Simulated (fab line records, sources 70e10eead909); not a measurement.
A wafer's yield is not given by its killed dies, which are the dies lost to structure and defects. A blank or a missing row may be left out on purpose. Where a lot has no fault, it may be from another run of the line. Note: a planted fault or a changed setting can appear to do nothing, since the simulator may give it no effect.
fab line records    flow nandHarc
[record] lots = 12  wafers = 36  lastDay = 24
route steps=1159 shown P_M0@278 P_M1@300 END@1159
lots with no fault: from the same line, run without faults
startH: the number of hours between the record's first day and the start of the first shown wafer of the lot    waitH: how many hours have passed since the lot's step before this one    " unchanged from the row above    L1.1+2: a row that stands for several wafers    - either no value or no given start    * or withheld: withheld    < > ~ a bound
route shown NAME@n: NAME is a module with steps in the file, n the number in the route of the first one    usual: mean/standard deviation taken from wafers without a fault    same: alike in all rows    chamber/n: place in a boat    sites: readings site by site    _std_site: standard deviation of those values    _edge_site: outer sites' mean less inner sites'    radiusMm: how far each site lies from the wafer's centre    mask NAME#n: copy n    behind: the tool/chamber that last shaped the wafer    hold: why the lot was held/for how many hours/how that ended    device: the transistor (n, p or np) that didn't switch    end of line: the route-end tests of the same wafers    for a step that has no rows: nothing shown but its recipe    killed: dies lost to structure and defects at the first sort, not the wafer's yield    map: a wafer's dies, x killed, . not, _ none there
set.NAME: the run value of the setting; set.NAME@STEP: its run value at that earlier step    model.NAME: the simulator's own value behind a step, which no gauge read
route steps across a sampled set of lots; one table per step, one row per wafer
services: from which hour (startH, from the record's first day; less than 0 if before it) a tool's chamber was out of use, for how many hours, and why
[[steps]]
[step NHARC_P_M0_CMP_23]
[recipe] tOverpolishS = 20  targetThkNm = 117.53
[usual] motorCurrentA = 12.0/0.81  slurryFilterDpKPa = 13.49/0.14  timeToEndpointS = 28.1/2.5
lot.wafer  tool    chamber  startH  waitH  motorCurrentA  slurryFilterDpKPa  timeToEndpointS
L341.1     cmp-03  3        120.64  -      11.6           13.47              26.4
L341.2     "       1        "       "      12.9           13.55              27.0
L341.6     "       3        "       "      11.9           13.73              29.8
L342.4     cmp-04  2        126.19  -      11.7           13.61              26.5
L342.6     "       3        "       "      11.9           13.26              26.3
L342.5     "       0        "       "      11.7           13.37              27.7
L344.1     cmp-04  1        146.73  -      11.5           13.40              29.0
L344.5     "       0        "       "      11.4           13.43              26.5
L344.6     "       1        "       "      10.6           13.45              28.3
L345.3     cmp-04  0        147.37  -      11.5           13.49              28.4
L345.2     "       1        "       "      11.4           13.68              27.9
L345.4     "       3        "       "      11.9           13.27              25.6
L346.4     cmp-01  0        151.88  -      11.8           13.42              29.7
L346.1     "       2        "       "      10.9           13.52              29.8
L346.3     "       3        "       "      11.5           13.37              29.1
L347.3     cmp-01  3        152.94  -      12.6           13.46              32.3
L347.6     "       0        "       "      11.2           13.61              31.3
L347.5     "       1        "       "      13.7           13.55              25.1
L348.4     cmp-03  0        161.68  -      11.8           13.71              25.9
L348.2     "       1        "       "      12.3           13.64              26.9
L348.5     "       0        "       "      12.4           13.71              25.0
L352.2     cmp-01  0        200.07  -      11.9           13.51              33.0
L352.4     "       1        "       "      14.2           13.62              24.1
L352.1     "       2        "       "      10.9           13.50              31.4
L354.4     cmp-04  2        215.41  -      11.9           13.52              32.5
L354.1     "       3        "       "      11.2           13.59              30.0
L354.2     "       0        "       "      11.7           13.55              31.7
L360.3     cmp-03  3        232.78  -      11.3           13.24              29.3
L360.5     "       1        "       "      12.1           13.30              32.4
L360.6     "       2        "       "      11.7           13.11              31.1
L362.3     cmp-03  3        236.76  -      11.9           13.37              29.7
L362.6     "       3        "       "      11.5           13.60              32.1
L362.5     "       0        "       "      12.5           13.38              29.2
L361.2     cmp-01  1        237.16  -      13.8           13.55              27.2
L361.1     "       0        "       "      11.9           13.54              31.1
L361.6     "       1        "       "      13.3           13.33              24.4
[step NHARC_P_M0_THK_MEAS_24]
[recipe] thkMeasGauge = xrf
[usual] thkNm = 117.0/1.3
lot.wafer  tool          chamber  startH  waitH  thkNm
L341.1     filmMetro-02  -        120.92  -      120.0
L341.2     "             -        "       "      117.3
L341.6     "             -        "       "      117.2
L342.4     filmMetro-02  -        126.42  -      114.3
L342.5     "             -        "       "      117.3
L342.6     "             -        "       "      118.1
L344.1     filmMetro-02  -        147.02  -      116.3
L344.5     "             -        "       "      119.2
L344.6     "             -        "       "      114.3
L345.2     filmMetro-01  -        147.68  -      114.6
L345.3     "             -        "       "      115.7
L345.4     "             -        "       "      115.4
L346.1     filmMetro-01  -        152.20  -      116.8
L346.3     "             -        "       "      118.1
L346.4     "             -        "       "      118.9
L347.3     filmMetro-02  -        153.17  -      118.2
L347.5     "             -        "       "      115.2
L347.6     "             -        "       "      118.0
L348.2     filmMetro-02  -        161.99  -      115.9
L348.4     "             -        "       "      118.3
L348.5     "             -        "       "      115.6
L352.1     filmMetro-01  -        200.36  -      118.0
L352.2     "             -        "       "      118.8
L352.4     "             -        "       "      115.7
L354.1     filmMetro-02  -        215.70  -      117.4
L354.2     "             -        "       "      118.1
L354.4     "             -        "       "      115.0
L360.3     filmMetro-01  -        233.04  -      115.2
L360.5     "             -        "       "      116.6
L360.6     "             -        "       "      113.5
L362.3     filmMetro-02  -        237.08  -      119.2
L362.5     "             -        "       "      117.1
L362.6     "             -        "       "      117.0
L361.1     filmMetro-02  -        237.48  -      117.4
L361.2     "             -        "       "      118.3
L361.6     "             -        "       "      116.2
[step NHARC_P_M1_ETCH_15]
[recipe] targetDepthA = 1825  timeS = 91.2  c4f8FlowSccm = withheld  arFlowSccm = 400  rfW = 600  biasW = 300  chemistry = C4F8/Ar
[usual] oesProductAu = 0.958/0.022  rfVppV = 442/3.3  runLengthS = 112.5/0.35
lot.wafer  tool        chamber  startH  waitH  oesProductAu  rfHoursCounterH  rfVppV  runLengthS
L341.2     rieDiel-10  2        122.74  -      0.932         3                445     112.8
L341.1     "           1        "       "      0.926         3                438     112.2
L341.6     "           0        "       "      0.930         -                437     112.4
L342.4     rieDiel-12  0        128.33  -      0.974         7                446     112.3
L342.5     "           0        "       "      0.967         -                447     112.5
L342.6     "           1        "       "      0.988         -                444     112.7
L344.1     rieDiel-07  2        148.93  -      0.963         6                443     112.7
L344.6     "           2        "       "      0.962         -                443     113.0
L344.5     "           3        "       "      0.964         -                438     112.4
L345.2     rieDiel-12  3        149.59  -      0.913         7                437     112.8
L345.3     "           0        "       "      0.925         8                445     112.7
L345.4     "           1        "       "      0.919         9                445     112.1
L346.1     rieDiel-12  0        154.15  -      0.966         8                446     112.8
L346.3     "           1        "       "      0.925         9                445     112.2
L346.4     "           3        "       "      0.912         8                439     113.3
L347.3     rieDiel-07  0        155.07  -      0.938         6                441     112.3
L347.5     "           0        "       "      0.939         -                441     112.4
L347.6     "           1        "       "      0.930         -                441     112.5
L348.2     rieDiel-07  2        163.81  -      0.958         6                442     113.2
L348.4     "           3        "       "      0.963         -                438     112.2
L348.5     "           2        "       "      0.967         -                443     112.7
L352.4     rieDiel-07  3        202.49  -      0.966         9                437     112.7
L352.1     "           0        "       "      0.979         8                443     103.3
L352.2     "           1        "       "      0.971         8                441     112.7
L354.4     rieDiel-10  3        217.47  -      0.993         1                442     112.7
L354.1     "           0        "       "      0.974         1                438     112.3
L354.2     "           1        "       "      0.960         1                439     112.4
L360.3     rieDiel-10  1        235.11  -      0.925         1                439     112.2
L360.6     "           3        "       "      0.947         -                444     112.6
L360.5     "           0        "       "      0.928         -                438     113.0
L362.3     rieDiel-12  0        239.02  -      0.964         2                445     112.3
L362.5     "           1        "       "      0.954         -                446     113.0
L362.6     "           2        "       "      0.945         -                445     111.9
L361.1     rieDiel-12  2        239.57  -      0.972         3                444     111.8
L361.2     "           3        "       "      0.978         3                437     112.5
L361.6     "           2        "       "      0.964         -                445     111.9
[step NHARC_P_M1_DEGAS_29]
[recipe] tempC = 250  timeS = 60
[usual] heaterPowerW = 328/36
lot.wafer  tool           chamber  startH  waitH  heaterPowerW
L341.1     pvdSputter-01  -        123.60  -      353
L341.2     "              -        "       "      334
L341.6     "              -        "       "      360
L342.4     pvdSputter-02  -        129.19  -      354
L342.6     "              -        "       "      285
L342.5     "              -        "       "      272
L344.1     pvdSputter-03  -        149.78  -      311
L344.6     "              -        "       "      312
L344.5     "              -        "       "      335
L345.3     pvdSputter-03  -        150.44  -      332
L345.4     "              -        "       "      349
L345.2     "              -        "       "      311
L346.1     pvdSputter-03  -        155.01  -      334
L346.4     "              -        "       "      273
L346.3     "              -        "       "      348
L347.3     pvdSputter-03  -        156.00  -      358
L347.6     "              -        "       "      267
L347.5     "              -        "       "      361
L348.4     pvdSputter-02  -        164.65  -      349
L348.2     "              -        "       "      288
L348.5     "              -        "       "      355
L352.2     pvdSputter-03  -        203.32  -      276
L352.1     "              -        "       "      317
L352.4     "              -        "       "      324
L354.1     pvdSputter-03  -        218.30  -      353
L354.4     "              -        "       "      325
L354.2     "              -        "       "      272
L360.3     pvdSputter-01  -        236.48  -      356
L360.5     "              -        "       "      359
L360.6     "              -        "       "      363
L362.3     pvdSputter-01  -        239.86  -      364
L362.5     "              -        "       "      340
L362.6     "              -        "       "      367
L361.2     pvdSputter-02  -        240.43  -      309
L361.1     "              -        "       "      355
L361.6     "              -        "       "      264
[step NHARC_END_SORT_01]
[recipe] tempC = 25
[usual] defectLimitedYield = 95.3/1.7  killedAtArray = 28/11  killedAtOther = 0.5/0.85  killedAtPeriphery = 2.7/1.9  killedDies = 32/12  killedOpen = 3.3/1.6  killedShort = 2.1/1.5  sort_bin_2_pct = 1.5/0.71  sort_bin_3_pct = 0.25/0.23  sort_bin_4_pct = 3.0/1.1  sortNPass = 645/12  sortRimYieldPct = 95/3.1  sortYieldPct = 95.3/1.7
[same] grossDies = 677  sort_bin_5_pct[%] = 0  sort_bin_6_pct[%] = 0  sort_bin_7_pct[%] = 0  sort_bin_8_pct[%] = 0  sortRimNGross = 106.00
lot.wafer  tool       chamber  startH  waitH  defectLimitedYield[%]  killedAtArray  killedAtOther  killedAtPeriphery  killedDies  killedOpen  killedShort  sort_bin_2_pct[%]  sort_bin_3_pct[%]  sort_bin_4_pct[%]  sortNPass  sortRimYieldPct[%]  sortYieldPct[%]
L342.4     prober-01  0        467.30  3.4    96.6                   19             0              4                  23          3           2            1.5                0.30               1.6                654        94                  96.6
L342.5     prober-01  0        468.11  3.7    96.8                   19             1              2                  22          4           3            1.3                0.15               1.8                655        98                  96.8
L342.6     prober-01  0        468.91  4.0    96.2                   23             0              3                  26          1           3            0.7                0.15               3.0                651        98                  96.2
L346.1     prober-01  0        472.69  2.5    98.8                   8              0              0                  8           2           2            0.1                0                  1.0                669        99                  98.8
L346.3     prober-01  0        474.31  3.1    98.7                   6              0              3                  9           3           0            0.3                0                  1.0                668        100                 98.7
L346.4     prober-01  0        475.12  3.4    97.9                   12             0              2                  14          2           1            0.9                0                  1.2                663        98                  97.9
L347.3     prober-02  0        474.53  3.1    96.5                   24             0              0                  24          1           0            1.2                0.15               2.2                653        94                  96.5
L347.5     prober-02  0        476.12  3.7    95.7                   25             0              4                  29          4           2            1.5                0.44               2.4                648        95                  95.7
L347.6     prober-02  0        476.91  4.0    95.3                   30             0              2                  32          4           2            2.4                0                  2.4                645        96                  95.3
L344.1     prober-01  0        480.53  2.5    97.2                   15             0              4                  19          6           1            0.6                0                  2.2                658        95                  97.2
L344.5     prober-01  0        483.72  3.7    96.2                   24             0              2                  26          3           2            1.2                0.15               2.5                651        93                  96.2
L344.6     prober-01  0        484.52  4.0    96.6                   20             0              3                  23          1           2            0.6                0.15               2.7                654        96                  96.6
L348.2     prober-02  0        483.17  2.8    96.6                   21             1              1                  23          6           0            1.5                0                  1.9                654        94                  96.6
L348.4     prober-02  0        484.76  3.4    95.9                   27             1              0                  28          3           3            1.3                0.15               2.7                649        93                  95.9
L348.5     prober-02  0        485.56  3.7    95.3                   28             0              4                  32          2           1            1.3                0.30               3.1                645        92                  95.3
L352.1     prober-02  0        520.66  2.5    91.6                   37             1              19                 57          4           1            3.4                0.15               4.9                620        85                  91.6
L352.2     prober-02  0        521.47  2.8    96.6                   20             2              1                  23          1           1            1.0                0.15               2.2                654        93                  96.6
L352.4     prober-02  0        523.09  3.4    94.5                   28             4              5                  37          2           3            1.5                0.15               3.8                640        95                  94.5
// killed by level:class
L342.4 A_SLIT:chamberFilmFlake=12 A_M0:geometricParticle:open=2 P_STI:chamberFilmFlake=2 P_CONTACT:geometricParticle:open=1 A_CHANNEL_FILL_D1:geometricParticle:short=1 A_WL_FILL:geometricParticle:short=1 P_M0:chamberFilmFlake=1 A_CHANNEL_HOLE_D1:chamberFilmFlake=1
L342.5 A_SLIT:chamberFilmFlake=7 A_CHANNEL_HOLE_D1:chamberFilmFlake=3 A_SGD_CUT:geometricParticle:open=2 A_CONTACT:chamberFilmFlake=2 P_CONTACT:geometricParticle:open=1 A_CHANNEL_FILL_D1:geometricParticle:open=1 A_CHANNEL_FILL_D1:geometricParticle:short=1 A_WL_FILL:geometricParticle:short=1
L342.6 A_SLIT:chamberFilmFlake=10 A_STAIRCASE:chamberFilmFlake=3 A_CONTACT:chamberFilmFlake=3 P_CONTACT:geometricParticle:short=2 A_CHANNEL_HOLE_D1:chamberFilmFlake=2 A_WL_FILL:chamberFilmFlake=2 A_CHANNEL_FILL_D1:geometricParticle:short=1 A_WL_FILL:geometricParticle:open=1
L346.1 A_STAIRCASE:chamberFilmFlake=2 A_CHANNEL_FILL_D1:geometricParticle:short=1 A_WL_FILL:geometricParticle:short=1 A_CONTACT:geometricParticle:open=1 A_BLC:geometricParticle:open=1 A_CHANNEL_HOLE_D1:chamberFilmFlake=1 A_CONTACT:chamberFilmFlake=1
L346.3 A_ZERO_WELL:chamberFilmFlake=2 A_CHANNEL_HOLE_D1:chamberFilmFlake=2 P_CONTACT:geometricParticle:open=1 P_M0:geometricParticle:open=1 A_CONTACT:geometricParticle:open=1 P_STI:chamberFilmFlake=1 A_M1:chamberFilmFlake=1
L347.3 A_CHANNEL_HOLE_D1:chamberFilmFlake=11 A_SLIT:chamberFilmFlake=8 A_STAIRCASE:chamberFilmFlake=2 A_CONTACT:chamberFilmFlake=2 A_WL_FILL:geometricParticle:open=1
L346.4 A_CHANNEL_HOLE_D1:chamberFilmFlake=4 A_STAIRCASE:chamberFilmFlake=2 A_CONTACT:chamberFilmFlake=2 A_SOURCE_PLATE:geometricParticle:short=1 A_ONON_D1:geometricParticle:open=1 A_STAIRCASE:geometricParticle:open=1 P_ZERO_WELL:chamberFilmFlake=1 P_STI:chamberFilmFlake=1
L347.5 A_CHANNEL_HOLE_D1:chamberFilmFlake=6 A_SLIT:chamberFilmFlake=6 A_CONTACT:chamberFilmFlake=4 A_STAIRCASE:chamberFilmFlake=2 A_WL_FILL:chamberFilmFlake=2 P_M0:geometricParticle:open=1 A_CHANNEL_FILL_D1:geometricParticle:short=1 A_CHANNEL_FILL_D1:geometricParticle:open=1
L347.6 A_CHANNEL_HOLE_D1:chamberFilmFlake=15 A_SLIT:chamberFilmFlake=6 A_CONTACT:geometricParticle:open=3 A_CONTACT:chamberFilmFlake=3 P_CONTACT:geometricParticle:open=1 A_ONON_D1:geometricParticle:short=1 A_CHANNEL_FILL_D1:geometricParticle:short=1 P_STI:chamberFilmFlake=1
L344.1 A_CHANNEL_HOLE_D1:chamberFilmFlake=5 A_CONTACT:chamberFilmFlake=3 P_M0:chamberFilmFlake=2 A_STAIRCASE:chamberFilmFlake=2 P_CONTACT:geometricParticle:open=1 P_M1:geometricParticle:short=1 A_SGD_CUT:geometricParticle:open=1 A_WL_FILL:geometricParticle:open=1
L348.2 A_CHANNEL_HOLE_D1:chamberFilmFlake=10 A_STAIRCASE:chamberFilmFlake=4 P_GATE:geometricParticle:open=1 A_SOURCE_PLATE:geometricParticle:open=1 A_CHANNEL_FILL_D1:geometricParticle:open=1 A_SGD_CUT:geometricParticle:open=1 A_CONTACT:geometricParticle:open=1 A_M0:geometricParticle:open=1
L344.5 A_CHANNEL_HOLE_D1:chamberFilmFlake=11 A_BLC:chamberFilmFlake=5 A_STAIRCASE:chamberFilmFlake=2 A_CONTACT:chamberFilmFlake=2 P_GATE:geometricParticle:short=1 P_GATE:geometricParticle:open=1 A_CHANNEL_HOLE_D1:geometricParticle:open=1 A_WL_FILL:geometricParticle:short=1
L344.6 A_BLC:chamberFilmFlake=8 A_CHANNEL_HOLE_D1:chamberFilmFlake=6 P_STI:chamberFilmFlake=2 A_STAIRCASE:chamberFilmFlake=2 A_CONTACT:chamberFilmFlake=2 P_M1:geometricParticle:short=1 A_CHANNEL_FILL_D1:geometricParticle:short=1 A_CONTACT:geometricParticle:open=1
L348.4 A_CHANNEL_HOLE_D1:chamberFilmFlake=18 A_CHANNEL_FILL_D1:geometricParticle:short=2 A_STAIRCASE:chamberFilmFlake=2 A_SOURCE_PLATE:geometricParticle:short=1 A_CHANNEL_FILL_D1:geometricParticle:open=1 A_BLC:geometricParticle:open=1 A_M0:geometricParticle:open=1 A_CONTACT:chamberFilmFlake=1
L348.5 A_CHANNEL_HOLE_D1:chamberFilmFlake=20 A_STAIRCASE:chamberFilmFlake=3 A_CONTACT:chamberFilmFlake=3 P_CONTACT:geometricParticle:open=2 P_STI:chamberFilmFlake=2 A_SOURCE_PLATE:geometricParticle:short=1 A_ZERO_WELL:chamberFilmFlake=1
L352.1 A_SLIT:chamberFilmFlake=15 P_M1:areaEtch=14 A_CHANNEL_HOLE_D1:chamberFilmFlake=5 A_STAIRCASE:chamberFilmFlake=4 A_WL_FILL:chamberFilmFlake=4 P_ZERO_WELL:chamberFilmFlake=2 P_GATE:chamberFilmFlake=2 A_CONTACT:chamberFilmFlake=2
L352.2 A_SLIT:chamberFilmFlake=5 A_CHANNEL_HOLE_D1:chamberFilmFlake=4 A_ZERO_WELL:chamberFilmFlake=3 A_WL_FILL:chamberFilmFlake=3 THIN_TSV:chamberFilmFlake=2 A_CHANNEL_FILL_D1:geometricParticle:open=1 A_CHANNEL_FILL_D1:geometricParticle:short=1 P_M1:chamberFilmFlake=1
L352.4 A_SLIT:chamberFilmFlake=19 A_CHANNEL_HOLE_D1:chamberFilmFlake=4 THIN_TSV:chamberFilmFlake=4 P_ZERO_WELL:chamberFilmFlake=2 A_WL_FILL:chamberFilmFlake=2 P_GATE:geometricParticle:short=1 P_CONTACT:geometricParticle:short=1 A_ONON_D1:geometricParticle:open=1
[[services]]
tool           chamber  startH  hours  kind
cmp-03         -        98.57   0.9    repair
pvdSputter-03  -        102.00  10.0   pm
pvdSputter-01  -        102.13  0.6    repair
cmp-04         -        105.07  4.0    pm
rieDiel-10     2        107.46  4.0    repair
rieDiel-10     3        111.97  11.0   repair
cmp-01         -        116.55  3.3    repair
rieDiel-07     0        122.63  2.6    repair
cmp-01         -        126.29  0.2    repair
cmp-03         -        129.69  4.1    repair
rieDiel-12     -        131.49  1.0    repair
rieDiel-12     3        154.76  3.9    repair
cmp-03         -        156.07  4.0    pm
rieDiel-07     1        161.81  8.7    repair
cmp-03         -        163.83  1.5    repair
cmp-01         -        179.66  4.0    pm
rieDiel-12     1        187.26  6.5    repair
cmp-03         -        197.25  0.2    repair
cmp-04         -        202.10  0.7    repair
rieDiel-12     -        202.40  9.0    pm
cmp-04         -        203.07  4.0    pm
cmp-01         -        213.80  3.7    repair
cmp-01         -        221.60  2.5    repair
rieDiel-07     -        228.20  9.0    pm
[[key]]
[firstSign] step = NHARC_P_M1_ETCH_15  reading = runLengthS  direction = down  sigmas = 26  usual = *  struck = *
[effect] step = NHARC_END_SORT_01  reading = killedAtPeriphery  direction = up  sigmas = 8.7  usual = 2.7  struck = 19
metAt NHARC_P_M1_ETCH_15
struckLots L352
struckWafers L352.1
notActingAt NHARC_P_M0_CMP_23,NHARC_P_M0_THK_MEAS_24,NHARC_P_M1_DEGAS_29
onsetBetween 155.07 202.49
[fault] kind = processParameterDrift  tool = rieDiel-07  chamber = 0  onsetH = 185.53  steps = NHARC_P_M1_ETCH_15  channel = timeS  offset = *  shape = step  endH = 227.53  actsIn = *  stated = *
